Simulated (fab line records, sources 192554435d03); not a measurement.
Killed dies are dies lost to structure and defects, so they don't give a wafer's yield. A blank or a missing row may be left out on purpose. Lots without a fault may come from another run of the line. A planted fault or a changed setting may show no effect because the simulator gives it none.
Which tool did it? | flow n5_finfet | 8 lots, 24 wafers sampled, at 5 steps of a route of 1938

WHAT THE GAUGES READ, wafer by wafer
N5_BEOL_M4_RC_MEAS_101.
lot  | measured     | on        | DIBL_N (mV/V)
L331 | day 8 17:11  | prober-01 | 37.4 37.8 36.8
L333 | day 9 04:13  | prober-02 | 35.3 34.1 34.1
L334 | day 9 01:15  | prober-02 | 35.6 37.3 36.9
L336 | day 9 09:05  | prober-02 | 34.3 35.1 36.7
L338 | day 10 17:10 | prober-01 | 36.8 36.2 35.3
L341 | day 12 19:20 | prober-01 | 34.9 36.6 34.6
L342 | day 11 14:51 | prober-01 | 34.9 34.1 34.5
L352 | day 15 15:37 | prober-01 | 37.1 37.7 36.9

WHICH TOOL RAN EACH LOT (tool, then ch and the chambers of the sampled wafers, then the start)
lot  | N5_FIN_SAQP_HM_OPEN_33            | N5_FIN_SAQP_ETCH_34               | N5_FIN_CUT_DESCUM_13              | N5_FIN_CUT_ETCH_21
L331 | rie_diel-05 ch 2,3, day 2 03:31   | rie_diel-05 ch 2,3, day 2 03:35   | rie_diel-03 ch 1,2, day 2 04:29   | rie_diel-03 ch 1,2, day 2 04:35
L333 | rie_diel-05 ch 1,2,3, day 2 15:29 | rie_diel-05 ch 1,2,3, day 2 15:34 | rie_diel-06 ch 0,1,2, day 2 16:28 | rie_diel-06 ch 0,1,2, day 2 16:34
L334 | rie_diel-05 ch 0,3, day 2 20:08   | rie_diel-05 ch 0,3, day 2 20:13   | rie_diel-06 ch 2,3, day 2 21:13   | rie_diel-06 ch 2,3, day 2 21:19
L336 | rie_diel-05 ch 0,2, day 3 10:04   | rie_diel-05 ch 0,2, day 3 10:08   | rie_diel-06 ch 0,2, day 3 11:10   | rie_diel-06 ch 0,2, day 3 11:16
L338 | rie_diel-05 ch 0,1,3, day 3 20:36 | rie_diel-05 ch 0,1,3, day 3 20:40 | rie_diel-02 ch 1,2, day 3 21:34   | rie_diel-02 ch 1,2, day 3 21:39
L341 | rie_diel-01 ch 0,2,3, day 4 13:57 | rie_diel-01 ch 0,2,3, day 4 14:01 | rie_diel-03 ch 0,2,3, day 4 14:55 | rie_diel-03 ch 0,2,3, day 4 15:01
L342 | rie_diel-05 ch 0,1,3, day 4 19:37 | rie_diel-05 ch 0,1,3, day 4 19:41 | rie_diel-02 ch 0,2,3, day 4 20:43 | rie_diel-02 ch 0,2,3, day 4 20:48
L352 | rie_diel-01 ch 0,1, day 7 09:16   | rie_diel-01 ch 0,1, day 7 09:20   | rie_diel-02 ch 0,1,2, day 7 10:14 | rie_diel-02 ch 0,1,2, day 7 10:20
- N5_FIN_SAQP_HM_OPEN_33: chemistry CH3F/O2, target SiNx, target depth 49.4 nm, time 70.6 s.
- N5_FIN_SAQP_ETCH_34: etches SiO2 in C4F6/O2, target depth 45 nm, time 15 s.
- N5_FIN_CUT_DESCUM_13: chemistry O2, time 7 s.
- N5_FIN_CUT_ETCH_21: etches SOC in N2/H2, target depth 219 nm, overetch 43.8 nm, time 523.5 s.

THE ANSWER, worked out from the rows above alone
Rule: what is usual is taken from the lots themselves. Put in order of their means at a reading, lots are off if they are a third of the lots or fewer, leave a main group of 4 or more, and stand apart from it by a gap of 3 or more times the standard deviation of the main group's means; of several such gaps the widest counts. A main group whose means are all the same, to the digits that the tables above print for the reading, isn't used. A lot without any number at a reading at which 4 lots or more have one is off too. The other lots that the step has rows for count as sound.
No lot is off at any reading shown: from this, nothing can be told.

WHAT THE SIMULATOR HAD PUT IN
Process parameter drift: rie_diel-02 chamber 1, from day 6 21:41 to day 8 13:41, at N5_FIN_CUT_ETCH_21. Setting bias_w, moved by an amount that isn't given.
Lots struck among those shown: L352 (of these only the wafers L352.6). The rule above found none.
